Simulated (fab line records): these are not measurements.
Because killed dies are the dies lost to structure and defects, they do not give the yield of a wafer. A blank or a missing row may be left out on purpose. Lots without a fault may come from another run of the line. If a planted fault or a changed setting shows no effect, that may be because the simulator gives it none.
fab line records | flow nand-harc | part 1 of 2: steps 1 to 4 of 6
record lots=22 | wafers=66 | last-day=34
route steps=1302 shown A_STAIRCASE@795 A_SGD_CUT@905
lots that met no fault: taken from a fault-free run of the same line
start-h: hours from the record's first day to the start of the lot's first wafer shown | wait-h: hours from the lot's prior step to this one | " same as the row above | L1.1+2: one row covering several wafers at once | - value missing, or start not given | * or withheld: withheld | < > ~ a bound
route shown NAME@n: NAME is a module with steps in the file, n the number in the route of the first one | usual: mean/standard deviation of fault-free wafers | same: alike in all rows | chamber/n: place in a boat | sites: readings site by site | _std_site: their standard deviation | _edge_site: outer sites' mean less inner sites' | radius-mm: for every site, how far away it sits from the centre of the wafer | mask NAME#n: copy n | behind: the most recent tool/chamber to have shaped the wafer | hold: reason for holding the lot/hours on hold/outcome of the hold | device: which transistor (n, p or np) failed to switch | end of line: at the end of the route, the tests of the same wafers | where a step has no rows: the recipe by itself | killed: dies lost to structure and defects at the first sort, not the wafer's yield | map: shows each die of a wafer: x if killed, . if not, _ if none is there
set.NAME: setting as actually run; set.NAME@STEP: the setting as run at that earlier step | model.NAME: the simulator's own value behind a step, which no gauge read
steps of the route over a sample of lots; a table a step, a row a wafer
services: from which hour (start-h, from the record's first day; less than 0 if before it) a tool's chamber was out of use, for how many hours, and why
## steps
# step NHARC_A_STAIRCASE_HM_DEP_459
# recipe target-thk-a=15000 | temp-c=400 | material=aC
# usual susceptor-temp-C=399.96/0.2 | throttle-valve-pct=34.998/0.0088
lot.wafer | tool       | chamber | start-h | wait-h | susceptor-temp-C | throttle-valve-pct
L074.1    | acl-dep-02 | 0       | 381.78  | 1.0    | 399.66           | 35.003
L074.3    | "          | 0       | "       | "      | 399.84           | 34.989
L074.5    | "          | 0       | "       | "      | 400.13           | 34.985
L076.1    | acl-dep-01 | 0       | 401.76  | 1.2    | 400.19           | 34.969
L076.4    | "          | 0       | "       | "      | 399.93           | 34.996
L076.6    | "          | 0       | "       | "      | 400.21           | 34.997
L078.3    | acl-dep-03 | 0       | 409.29  | 1.9    | -                | 34.993
L078.4    | "          | 0       | "       | "      | -                | 35.007
L078.6    | "          | 0       | "       | "      | -                | 34.992
L079.1    | acl-dep-03 | 0       | 413.28  | 0.1    | -                | 35.013
L079.4    | "          | 0       | "       | "      | -                | 35.011
L079.5    | "          | 0       | "       | "      | -                | 35.007
L077.3    | acl-dep-02 | 0       | 413.42  | 0.7    | -                | 35.004
L077.5    | "          | 0       | "       | "      | -                | 34.993
L077.6    | "          | 0       | "       | "      | -                | 35.003
L080.2    | acl-dep-03 | 0       | 432.93  | 2.3    | 399.89           | 34.990
L080.4    | "          | 0       | "       | "      | 399.77           | 35.001
L080.6    | "          | 0       | "       | "      | 399.96           | 34.980
L081.3    | acl-dep-03 | 0       | 447.56  | 2.7    | -                | 34.992
L081.4    | "          | 0       | "       | "      | -                | 35.008
L081.5    | "          | 0       | "       | "      | -                | 34.993
L083.1    | acl-dep-03 | 0       | 453.92  | 1.1    | -                | 35.009
L083.2    | "          | 0       | "       | "      | -                | 34.999
L083.3    | "          | 0       | "       | "      | -                | 34.982
L082.3    | acl-dep-03 | 0       | 457.89  | 0.7    | 400.36           | 34.998
L082.5    | "          | 0       | "       | "      | 400.31           | 35.005
L082.6    | "          | 0       | "       | "      | 400.13           | 34.999
L085.4    | acl-dep-02 | 0       | 490.49  | 1.0    | -                | 34.988
L085.5    | "          | 0       | "       | "      | -                | 34.992
L085.6    | "          | 0       | "       | "      | -                | 35.009
L086.2    | acl-dep-02 | 0       | 500.54  | 3.2    | -                | 34.994
L086.5    | "          | 0       | "       | "      | -                | 34.999
L086.6    | "          | 0       | "       | "      | -                | 34.993
L087.2    | acl-dep-03 | 0       | 508.32  | 2.3    | -                | 35.004
L087.3    | "          | 0       | "       | "      | -                | 35.009
L087.6    | "          | 0       | "       | "      | -                | 34.992
L089.3    | acl-dep-03 | 0       | 522.91  | 0.7    | 400.05           | 35.012
L089.4    | "          | 0       | "       | "      | 400.25           | 35.003
L089.5    | "          | 0       | "       | "      | 400.20           | 35.009
L088.3    | acl-dep-03 | 0       | 528.53  | 3.0    | -                | 34.997
L088.4    | "          | 0       | "       | "      | -                | 35.007
L088.6    | "          | 0       | "       | "      | -                | 35.006
L091.1    | acl-dep-01 | 0       | 536.92  | 1.4    | -                | 34.978
L091.4    | "          | 0       | "       | "      | -                | 34.999
L091.6    | "          | 0       | "       | "      | -                | 35.007
L090.2    | acl-dep-03 | 0       | 540.51  | 1.3    | -                | 34.985
L090.3    | "          | 0       | "       | "      | -                | 35.011
L090.6    | "          | 0       | "       | "      | -                | 34.986
L092.3    | acl-dep-03 | 0       | 549.71  | 3.0    | 399.97           | 35.008
L092.4    | "          | 0       | "       | "      | 399.89           | 35.003
L092.5    | "          | 0       | "       | "      | 400.09           | 34.990
L093.2    | acl-dep-02 | 0       | 550.40  | 0.6    | -                | 34.999
L093.3    | "          | 0       | "       | "      | -                | 35.005
L093.4    | "          | 0       | "       | "      | -                | 35.005
L094.4    | acl-dep-02 | 0       | 571.02  | 1.0    | 400.01           | 34.999
L094.5    | "          | 0       | "       | "      | 399.93           | 34.985
L094.6    | "          | 0       | "       | "      | 399.51           | 34.995
L095.2    | acl-dep-03 | 0       | 591.51  | 1.6    | 399.88           | 35.002
L095.4    | "          | 0       | "       | "      | 399.67           | 34.987
L095.5    | "          | 0       | "       | "      | 399.96           | 34.997
L096.1    | acl-dep-03 | 0       | 593.05  | 2.1    | 399.86           | 34.998
L096.4    | "          | 0       | "       | "      | 399.88           | 35.004
L096.5    | "          | 0       | "       | "      | 399.80           | 35.010
L097.1    | acl-dep-01 | 0       | 616.00  | 4.7    | -                | 35.006
L097.3    | "          | 0       | "       | "      | -                | 34.997
L097.5    | "          | 0       | "       | "      | -                | 34.992
# step NHARC_A_STAIRCASE_ETCH_292
# recipe cf4-flow-sccm=100 | chf3-flow-sccm=30 | ar-flow-sccm=0 | rf-w=500 | bias-w=200 | chemistry=CF4/CHF3
# usual drypump-motor-current-A=5.8/0.52 | oes-product-au=0.941/0.024 | rf-vpp-V=371.7/2 | showerhead-plenum-p-Torr=1.61/0.058 | throttle-valve-pct=16.801/0.0089
lot.wafer | tool        | chamber | start-h | wait-h | drypump-motor-current-A | oes-product-au | rf-hours-counter-h | rf-vpp-V | showerhead-plenum-p-Torr | throttle-valve-pct
L074.1    | rie-diel-02 | 1       | 384.59  | 0.1    | 5.1                     | 0.925          | 54                 | 370.2    | 1.57                     | 16.806
L074.3    | "           | 3       | "       | "      | 5.6                     | 0.926          | 52                 | 372.9    | 1.62                     | 16.794
L074.5    | "           | 2       | "       | "      | 5.5                     | 0.913          | -                  | 371.2    | 1.58                     | 16.798
L076.1    | rie-diel-12 | 3       | 404.70  | 0.1    | 5.9                     | 0.936          | 37                 | 373.8    | 1.64                     | 16.810
L076.4    | "           | 1       | "       | "      | 6.7                     | 0.916          | 39                 | 374.2    | 1.62                     | 16.810
L076.6    | "           | 2       | "       | "      | 5.3                     | 0.919          | -                  | 368.8    | 1.51                     | 16.802
L078.4    | rie-diel-04 | 0       | 411.92  | 0.4    | 5.3                     | 0.947          | 14                 | 369.0    | 1.54                     | 16.803
L078.3    | "           | 1       | "       | "      | 6.1                     | 0.912          | 18                 | 374.7    | 1.70                     | 16.806
L078.6    | "           | 0       | "       | "      | 5.4                     | 0.960          | -                  | 369.9    | 1.54                     | 16.811
L077.3    | rie-diel-04 | 2       | 415.59  | 0.1    | 6.2                     | 0.922          | 22                 | 375.1    | 1.69                     | 16.804
L077.6    | "           | 1       | "       | "      | 6.0                     | 0.912          | -                  | 372.6    | 1.70                     | 16.816
L077.5    | "           | 2       | "       | "      | 6.3                     | 0.922          | -                  | 374.8    | 1.69                     | 16.821
L079.4    | rie-diel-02 | 3       | 416.18  | 0.1    | 5.6                     | 1.000          | 5                  | 373.9    | 1.62                     | 16.815
L079.1    | "           | 0       | "       | "      | 6.7                     | 0.962          | 6                  | 370.5    | 1.62                     | 16.799
L079.5    | "           | 0       | "       | "      | 6.7                     | 0.963          | -                  | 371.4    | 1.62                     | 16.794
L080.2    | rie-diel-02 | 3       | 435.57  | 0.1    | 5.6                     | 0.929          | 10                 | 373.4    | 1.62                     | 16.801
L080.4    | "           | 0       | "       | "      | 6.7                     | 0.920          | 10                 | 373.7    | 1.62                     | 16.807
L080.6    | "           | 2       | "       | "      | 5.5                     | 0.923          | -                  | 370.6    | 1.58                     | 16.797
L081.3    | rie-diel-04 | 0       | 449.83  | 0.1    | 5.3                     | 0.941          | 25                 | 369.7    | 1.54                     | 16.801
L081.4    | "           | 1       | "       | "      | 6.0                     | 0.918          | 31                 | 373.2    | 1.69                     | 16.797
L081.5    | "           | 3       | "       | "      | 6.1                     | 0.920          | -                  | 374.1    | 1.66                     | 16.803
L083.2    | rie-diel-12 | 2       | 456.83  | 0.1    | 5.3                     | 0.963          | 0                  | 368.2    | 1.50                     | 16.801
L083.3    | "           | 3       | "       | "      | 5.9                     | 0.957          | 0                  | 372.7    | 1.63                     | 16.806
L083.1    | "           | 1       | "       | "      | 6.7                     | 0.959          | 0                  | 372.7    | 1.62                     | 16.801
L082.3    | rie-diel-02 | 2       | 460.20  | 0.1    | 5.5                     | 0.923          | 17                 | 371.5    | 1.58                     | 16.811
L082.5    | "           | 2       | "       | "      | 5.5                     | 0.921          | -                  | 371.6    | 1.58                     | 16.792
L082.6    | "           | 3       | "       | "      | 5.5                     | 0.924          | -                  | 371.7    | 1.62                     | 16.783
L085.4    | rie-diel-12 | 1       | 492.51  | 0.1    | 6.7                     | 0.967          | 11                 | 371.9    | 1.62                     | 16.803
L085.6    | "           | 2       | "       | "      | 5.3                     | 0.977          | -                  | 367.6    | 1.50                     | 16.811
L085.5    | "           | 3       | "       | "      | 5.9                     | 0.969          | -                  | 372.4    | 1.63                     | 16.787
L086.2    | rie-diel-02 | 1       | 503.25  | 0.1    | 5.1                     | 0.951          | 27                 | 370.4    | 1.57                     | 16.808
L086.5    | "           | 0       | "       | "      | 6.7                     | 0.937          | -                  | 372.8    | 1.61                     | 16.798
L086.6    | "           | 1       | "       | "      | 5.1                     | 0.944          | -                  | 370.7    | 1.57                     | 16.825
L087.3    | rie-diel-02 | 3       | 510.94  | 0.1    | 5.5                     | 0.920          | 35                 | 371.6    | 1.61                     | 16.794
L087.2    | "           | 1       | "       | "      | 5.1                     | 0.921          | 32                 | 371.8    | 1.57                     | 16.802
L087.6    | "           | 3       | "       | "      | 5.6                     | 0.927          | -                  | 372.9    | 1.61                     | 16.807
L089.3    | rie-diel-04 | 3       | 525.11  | 0.1    | 6.1                     | 0.917          | 54                 | 373.5    | 1.65                     | 16.812
L089.4    | "           | 2       | "       | "      | 6.3                     | 0.922          | 59                 | 374.5    | 1.68                     | 16.787
L089.5    | "           | 0       | "       | "      | 5.3                     | 0.929          | -                  | 368.4    | 1.53                     | 16.777
L088.4    | rie-diel-12 | 1       | 530.83  | 0.1    | 6.7                     | 0.919          | 29                 | 372.5    | 1.61                     | 16.794
L088.3    | "           | 3       | "       | "      | 5.9                     | 0.930          | 26                 | 372.0    | 1.63                     | 16.813
L088.6    | "           | 1       | "       | "      | 6.7                     | 0.919          | -                  | 371.2    | 1.61                     | 16.790
L091.4    | rie-diel-02 | 2       | 539.79  | 0.1    | 5.5                     | 0.919          | 44                 | 369.5    | 1.57                     | 16.793
L091.1    | "           | 1       | "       | "      | 5.0                     | 0.913          | 43                 | 369.7    | 1.56                     | 16.790
L091.6    | "           | 2       | "       | "      | 5.5                     | 0.924          | -                  | 370.6    | 1.57                     | 16.794
L090.2    | rie-diel-02 | 0       | 543.13  | 0.1    | 6.6                     | 0.917          | 47                 | 373.2    | 1.61                     | 16.800
L090.3    | "           | 2       | "       | "      | 5.5                     | 0.928          | 45                 | 372.4    | 1.57                     | 16.814
L090.6    | "           | 1       | "       | "      | 5.1                     | 0.934          | -                  | 369.9    | 1.56                     | 16.805
L092.4    | rie-diel-04 | 2       | 552.03  | 0.1    | 6.3                     | 0.971          | 2                  | 375.7    | 1.68                     | 16.797
L092.3    | "           | 0       | "       | "      | 5.3                     | 0.978          | 2                  | 369.1    | 1.53                     | 16.804
L092.5    | "           | 3       | "       | "      | 6.1                     | 0.977          | -                  | 373.5    | 1.65                     | 16.795
L093.4    | rie-diel-02 | 2       | 552.90  | 0.1    | 5.5                     | 0.978          | 49                 | 369.8    | 1.57                     | 16.798
L093.2    | "           | 3       | "       | "      | 5.6                     | 0.976          | 50                 | 370.6    | 1.61                     | 16.795
L093.3    | "           | 0       | "       | "      | 6.7                     | 0.945          | 53                 | 371.3    | 1.61                     | 16.805
L094.4    | rie-diel-12 | 1       | 572.94  | 0.1    | 6.7                     | 0.964          | 47                 | 371.4    | 1.61                     | 16.808
L094.5    | "           | 0       | "       | "      | 5.8                     | 0.987          | -                  | 373.6    | 1.69                     | 16.800
L094.6    | "           | 1       | "       | "      | 6.7                     | 0.954          | -                  | 371.3    | 1.61                     | 16.805
L096.1    | rie-diel-12 | 3       | 595.96  | 0.1    | 5.9                     | 0.970          | 45                 | 372.2    | 1.62                     | 16.800
L096.4    | "           | 1       | "       | "      | 6.7                     | 0.950          | 54                 | 372.5    | 1.61                     | 16.801
L096.5    | "           | 2       | "       | "      | 5.3                     | 0.962          | -                  | 368.5    | 1.49                     | 16.795
L095.4    | rie-diel-04 | 0       | 597.32  | 3.4    | 5.3                     | 0.928          | 17                 | 369.8    | 1.53                     | 16.790
L095.2    | "           | 1       | "       | "      | 6.0                     | 0.929          | 18                 | 372.3    | 1.68                     | 16.796
L095.5    | "           | 0       | "       | "      | 5.3                     | 0.932          | -                  | 368.1    | 1.53                     | 16.805
L097.3    | rie-diel-12 | 0       | 618.93  | 0.1    | 5.8                     | 0.928          | 57                 | 373.6    | 1.69                     | 16.807
L097.1    | "           | 2       | "       | "      | 5.3                     | 0.935          | 46                 | 368.1    | 1.49                     | 16.797
L097.5    | "           | 1       | "       | "      | 6.7                     | 0.915          | -                  | 371.4    | 1.60                     | 16.799
# step NHARC_A_STAIRCASE_HM_OPEN_463
# recipe o2-flow-sccm=400 | cos-flow-sccm=20 | ar-flow-sccm=0 | rf-w=500 | bias-w=300 | chemistry=O2/COS
# usual cos-flow-sccm=20.00/0.06 | drypump-motor-current-A=5.8/0.54 | oes-product-au=0.999/0.011 | rf-vpp-V=468.6/2.2 | showerhead-plenum-p-Torr=3.19/0.11 | throttle-valve-pct=28.329/0.0088
lot.wafer | tool        | chamber | start-h | wait-h | cos-flow-sccm | drypump-motor-current-A | oes-product-au | rf-hours-counter-h | rf-vpp-V | showerhead-plenum-p-Torr | throttle-valve-pct
L074.1    | rie-diel-02 | 1       | -       | -      | 19.96         | 5.1                     | 0.993          | 57                 | 466.4    | 3.12                     | 28.328
L074.3    | "           | 0       | "       | "      | 19.93         | 6.7                     | 0.996          | 55                 | 469.0    | 3.22                     | 28.332
L074.5    | "           | 2       | "       | "      | 20.04         | 5.5                     | 0.999          | -                  | 467.7    | 3.14                     | 28.324
L076.1    | rie-diel-04 | 2       | -       | -      | 19.97         | 6.3                     | 1.003          | 19                 | 471.7    | 3.36                     | 28.329
L076.4    | "           | 3       | "       | "      | 19.93         | 6.1                     | 0.993          | -                  | 470.7    | 3.30                     | 28.325
L076.6    | "           | 1       | "       | "      | 20.03         | 6.0                     | 0.984          | -                  | 472.2    | 3.36                     | 28.310
L078.3    | rie-diel-02 | 1       | -       | -      | 20.02         | 5.1                     | 0.993          | 4                  | 467.5    | 3.12                     | 28.337
L078.4    | "           | 3       | "       | "      | 20.03         | 5.6                     | 1.020          | 5                  | 469.4    | 3.22                     | 28.344
L078.6    | "           | 0       | "       | "      | 20.02         | 6.7                     | 0.989          | -                  | 468.9    | 3.22                     | 28.322
L077.3    | rie-diel-04 | 2       | -       | -      | 19.94         | 6.3                     | 1.000          | 24                 | 470.9    | 3.36                     | 28.338
L077.5    | "           | 0       | "       | "      | 19.97         | 5.3                     | 1.018          | -                  | 467.2    | 3.06                     | 28.320
L077.6    | "           | 1       | "       | "      | 19.98         | 6.0                     | 0.992          | -                  | 474.1    | 3.36                     | 28.326
L079.1    | rie-diel-12 | 0       | -       | -      | 19.95         | 5.8                     | 0.991          | 47                 | 462.6    | 2.91                     | 28.322
L079.4    | "           | 1       | "       | "      | 20.02         | 6.7                     | 0.984          | 45                 | 470.0    | 3.22                     | 28.332
L079.5    | "           | 2       | "       | "      | 20.01         | 5.3                     | 1.002          | -                  | 464.2    | 2.99                     | 28.321
L080.2    | rie-diel-02 | 3       | -       | -      | 19.97         | 5.5                     | 1.003          | 13                 | 469.3    | 3.21                     | 28.321
L080.4    | "           | 0       | "       | "      | 20.06         | 6.7                     | 0.980          | 14                 | 469.1    | 3.21                     | 28.332
L080.6    | "           | 3       | "       | "      | 20.00         | 5.6                     | 0.998          | -                  | 467.7    | 3.21                     | 28.328
L081.3    | rie-diel-02 | 1       | -       | -      | 19.90         | 5.1                     | 1.012          | 17                 | 467.3    | 3.11                     | 28.321
L081.4    | "           | 1       | "       | "      | 19.94         | 5.1                     | 1.001          | -                  | 468.5    | 3.11                     | 28.329
L081.5    | "           | 2       | "       | "      | 19.98         | 5.5                     | 0.997          | -                  | 469.0    | 3.13                     | 28.318
L083.1    | rie-diel-02 | 1       | -       | -      | 19.86         | 5.1                     | 0.999          | 19                 | 467.9    | 3.11                     | 28.330
L083.3    | "           | 2       | "       | "      | 20.06         | 5.5                     | 0.997          | 18                 | 466.9    | 3.13                     | 28.331
L083.2    | "           | 0       | "       | "      | 20.00         | 6.7                     | 0.991          | 20                 | 469.0    | 3.21                     | 28.343
L082.3    | rie-diel-12 | 0       | -       | -      | 19.98         | 5.8                     | 1.001          | 2                  | 470.8    | 3.37                     | 28.316
L082.6    | "           | 2       | "       | "      | 20.00         | 5.3                     | 1.014          | -                  | 464.2    | 2.98                     | 28.338
L082.5    | "           | 3       | "       | "      | 20.02         | 5.9                     | 1.009          | -                  | 469.3    | 3.24                     | 28.328
L085.4    | rie-diel-04 | 0       | -       | -      | 20.04         | 5.3                     | 1.017          | 42                 | 467.0    | 3.05                     | 28.324
L085.5    | "           | 2       | "       | "      | 19.93         | 6.4                     | 1.009          | -                  | 472.4    | 3.35                     | 28.322
L085.6    | "           | 3       | "       | "      | 20.01         | 6.1                     | 1.008          | -                  | 469.5    | 3.28                     | 28.328
L086.2    | rie-diel-04 | 3       | -       | -      | 19.94         | 6.1                     | 0.993          | 50                 | 469.7    | 3.28                     | 28.327
L086.5    | "           | 0       | "       | "      | 19.99         | 5.3                     | 1.004          | -                  | 465.3    | 3.04                     | 28.323
L086.6    | "           | 1       | "       | "      | 20.06         | 6.0                     | 0.997          | -                  | 471.6    | 3.35                     | 28.330
L087.3    | rie-diel-02 | 0       | -       | -      | 19.96         | 6.6                     | 0.989          | 38                 | 468.6    | 3.20                     | 28.317
L087.2    | "           | 2       | "       | "      | 19.96         | 5.5                     | 1.002          | 35                 | 468.6    | 3.12                     | 28.331
L087.6    | "           | 0       | "       | "      | 19.86         | 6.7                     | 0.990          | -                  | 468.5    | 3.20                     | 28.310
L089.4    | rie-diel-02 | 1       | -       | -      | 19.93         | 5.1                     | 0.995          | 41                 | 467.0    | 3.10                     | 28.328
L089.3    | "           | 2       | "       | "      | 19.96         | 5.5                     | 0.996          | 42                 | 466.6    | 3.12                     | 28.324
L089.5    | "           | 0       | "       | "      | 19.89         | 6.7                     | 0.989          | -                  | 467.4    | 3.20                     | 28.332
L088.4    | rie-diel-02 | 2       | -       | -      | 20.01         | 5.5                     | 0.998          | 43                 | 466.8    | 3.12                     | 28.347
L088.3    | "           | 3       | "       | "      | 20.05         | 5.6                     | 1.010          | 43                 | 469.0    | 3.20                     | 28.335
L088.6    | "           | 1       | "       | "      | 20.01         | 5.1                     | 0.993          | -                  | 467.1    | 3.10                     | 28.331
L091.4    | rie-diel-04 | 2       | -       | -      | 19.99         | 6.4                     | 0.983          | 0                  | 470.8    | 3.34                     | 28.334
L091.1    | "           | 3       | "       | "      | 20.13         | 6.1                     | 0.988          | 0                  | 470.6    | 3.28                     | 28.330
L091.6    | "           | 0       | "       | "      | 20.12         | 5.3                     | 1.007          | -                  | 463.1    | 3.04                     | 28.334
L090.2    | rie-diel-04 | 2       | -       | -      | 20.06         | 6.3                     | 0.992          | 0                  | 472.2    | 3.34                     | 28.342
L090.3    | "           | 3       | "       | "      | 20.00         | 6.1                     | 0.994          | 1                  | 469.4    | 3.28                     | 28.321
L090.6    | "           | 2       | "       | "      | 19.94         | 6.3                     | 0.980          | -                  | 470.4    | 3.34                     | 28.328
L092.3    | rie-diel-02 | 2       | -       | -      | 19.96         | 5.6                     | 0.991          | 51                 | 468.8    | 3.11                     | 28.342
L092.4    | "           | 1       | "       | "      | 19.99         | 5.1                     | 0.987          | 51                 | 466.5    | 3.10                     | 28.324
L092.5    | "           | 3       | "       | "      | 19.98         | 5.6                     | 1.012          | -                  | 467.7    | 3.19                     | 28.326
L093.4    | rie-diel-02 | 3       | -       | -      | 20.01         | 5.6                     | 1.000          | 53                 | 469.9    | 3.19                     | 28.337
L093.3    | "           | 0       | "       | "      | 19.99         | 6.7                     | 0.987          | 55                 | 470.9    | 3.19                     | 28.319
L093.2    | "           | 2       | "       | "      | 19.94         | 5.5                     | 0.989          | 51                 | 466.8    | 3.11                     | 28.328
L094.4    | rie-diel-04 | 1       | -       | -      | 20.06         | 6.0                     | 1.003          | 9                  | 472.5    | 3.34                     | 28.330
L094.6    | "           | 3       | "       | "      | 20.05         | 6.1                     | 1.002          | -                  | 471.4    | 3.27                     | 28.332
L094.5    | "           | 0       | "       | "      | 19.92         | 5.3                     | 1.009          | -                  | 464.8    | 3.04                     | 28.348
L096.1    | rie-diel-02 | 1       | -       | -      | 20.12         | 5.1                     | 0.974          | 7                  | 466.8    | 3.09                     | 28.331
L096.4    | "           | 3       | "       | "      | 20.06         | 5.6                     | 0.991          | 5                  | 467.4    | 3.19                     | 28.341
L096.5    | "           | 1       | "       | "      | 20.08         | 5.1                     | 0.984          | -                  | 465.0    | 3.09                     | 28.325
L095.2    | rie-diel-12 | 2       | -       | -      | 19.99         | 5.3                     | 1.021          | 42                 | 463.4    | 2.96                     | 28.326
L095.4    | "           | 3       | "       | "      | 19.94         | 5.9                     | 1.022          | 45                 | 469.0    | 3.22                     | 28.347
L095.5    | "           | 1       | "       | "      | 20.00         | 6.7                     | 1.006          | -                  | 468.2    | 3.19                     | 28.327
L097.1    | rie-diel-02 | 1       | -       | -      | 20.02         | 5.1                     | 0.996          | 15                 | 466.4    | 3.09                     | 28.327
L097.3    | "           | 2       | "       | "      | 19.98         | 5.5                     | 0.989          | 15                 | 468.9    | 3.11                     | 28.345
L097.5    | "           | 1       | "       | "      | 20.10         | 5.1                     | 0.988          | -                  | 468.4    | 3.09                     | 28.332
# step NHARC_A_STAIRCASE_DEP_417
# recipe target-thk-a=600 | step-coverage-pct=20 | temp-c=400 | target-thk-nm=60 | flow-sccm=200 | rf-w=450 | material=Si3N4
# usual heater-power-w=774/100 | susceptor-temp-C=399.97/0.24
lot.wafer | tool     | chamber | start-h | wait-h | heater-power-w | since-wet-clean-h | susceptor-temp-C
L074.1    | pecvd-03 | 1       | 396.21  | -      | 749            | 17                | 400.03
L074.3    | "        | 2       | "       | "      | 638            | 17                | 399.72
L074.5    | "        | 1       | "       | "      | 763            | -                 | 399.96
L076.1    | pecvd-03 | 0       | 415.53  | -      | 808            | 37                | 399.95
L076.6    | "        | 0       | "       | "      | 772            | -                 | 399.66
L076.4    | "        | 1       | "       | "      | 769            | -                 | 400.03
L078.3    | pecvd-02 | 0       | 422.29  | -      | 791            | 1                 | 400.00
L078.6    | "        | 0       | "       | "      | 825            | -                 | 400.08
L078.4    | "        | 1       | "       | "      | 816            | -                 | 400.11
L077.3    | pecvd-03 | 2       | 425.84  | -      | 577            | 47                | 399.88
L077.5    | "        | 2       | "       | "      | 592            | -                 | 399.95
L077.6    | "        | 0       | "       | "      | 858            | -                 | 400.16
L079.1    | pecvd-02 | 0       | 427.25  | -      | 842            | 6                 | 399.80
L079.5    | "        | 2       | "       | "      | 756            | -                 | 399.67
L079.4    | "        | 0       | "       | "      | 832            | -                 | 399.99
L080.2    | pecvd-03 | 1       | 449.73  | -      | 639            | 71                | 399.62
L080.6    | "        | 2       | "       | "      | 654            | -                 | 400.14
L080.4    | "        | 0       | "       | "      | 880            | -                 | 400.05
L081.3    | pecvd-01 | 1       | 460.27  | -      | 855            | 136               | 400.00
L081.5    | "        | 0       | "       | "      | 858            | -                 | 399.76
L081.4    | "        | 1       | "       | "      | 860            | -                 | 399.98
L083.3    | pecvd-01 | 2       | 466.57  | -      | 586            | 142               | 400.10
L083.2    | "        | 0       | "       | "      | 886            | 142               | 400.36
L083.1    | "        | 1       | "       | "      | 842            | 142               | 400.11
L082.3    | pecvd-03 | 1       | 470.32  | -      | 763            | 91                | 399.95
L082.6    | "        | 0       | "       | "      | 841            | -                 | 400.11
L082.5    | "        | 1       | "       | "      | 752            | -                 | 400.12
L085.4    | pecvd-03 | 0       | 502.43  | -      | 842            | -                 | 399.77
L085.6    | "        | 1       | "       | "      | 698            | -                 | 399.53
L085.5    | "        | 0       | "       | "      | 844            | -                 | 399.99
L086.2    | pecvd-03 | 1       | 513.93  | -      | 653            | 135               | 399.45
L086.6    | "        | 1       | "       | "      | 651            | -                 | 399.34
L086.5    | "        | 0       | "       | "      | 923            | -                 | 399.94
L087.2    | pecvd-02 | 1       | 521.35  | -      | 822            | 100               | 400.27
L087.3    | "        | 0       | "       | "      | 866            | 100               | 400.12
L087.6    | "        | 2       | "       | "      | 733            | -                 | 400.34
L089.4    | pecvd-03 | 1       | 538.30  | -      | 691            | -                 | 399.55
L089.3    | "        | 0       | "       | "      | 784            | -                 | 400.17
L089.5    | "        | 0       | "       | "      | 793            | -                 | 400.35
L088.4    | pecvd-03 | 1       | 542.49  | -      | 723            | -                 | 400.04
L088.3    | "        | 0       | "       | "      | 817            | -                 | 399.94
L088.6    | "        | 1       | "       | "      | 697            | -                 | 400.04
L091.1    | pecvd-02 | 0       | 549.71  | -      | 898            | 128               | 399.80
L091.6    | "        | 1       | "       | "      | 783            | -                 | 400.19
L091.4    | "        | 2       | "       | "      | 694            | -                 | 399.80
L090.2    | pecvd-02 | 2       | 552.42  | -      | 829            | 131               | 399.72
L090.3    | "        | 0       | "       | "      | 895            | 131               | 400.09
L090.6    | "        | 0       | "       | "      | 906            | -                 | 399.95
L092.3    | pecvd-01 | 1       | 564.34  | -      | 1004           | 59                | 400.03
L092.4    | "        | 0       | "       | "      | 757            | -                 | 399.92
L092.5    | "        | 1       | "       | "      | 991            | -                 | 400.17
L093.2    | pecvd-01 | 1       | 567.70  | -      | 847            | 62                | 399.87
L093.3    | "        | 2       | "       | "      | 612            | 62                | 400.00
L093.4    | "        | 0       | "       | "      | 791            | -                 | 400.58
L094.4    | pecvd-01 | 0       | 582.55  | -      | 805            | -                 | 400.35
L094.5    | "        | 1       | "       | "      | 982            | -                 | 399.77
L094.6    | "        | 2       | "       | "      | 616            | -                 | 399.95
L096.1    | pecvd-02 | 1       | 605.99  | -      | 767            | 4                 | 400.21
L096.4    | "        | 2       | "       | "      | 815            | -                 | 400.23
L096.5    | "        | 0       | "       | "      | 848            | -                 | 400.06
L095.2    | pecvd-02 | 2       | 608.26  | -      | 789            | 6                 | 399.90
L095.5    | "        | 0       | "       | "      | 987            | -                 | 400.35
L095.4    | "        | 1       | "       | "      | 680            | -                 | 400.15
L097.1    | pecvd-03 | 2       | 630.64  | -      | 627            | 71                | 400.05
L097.3    | "        | 0       | "       | "      | 825            | 71                | 400.04
L097.5    | "        | 0       | "       | "      | 814            | -                 | 399.93
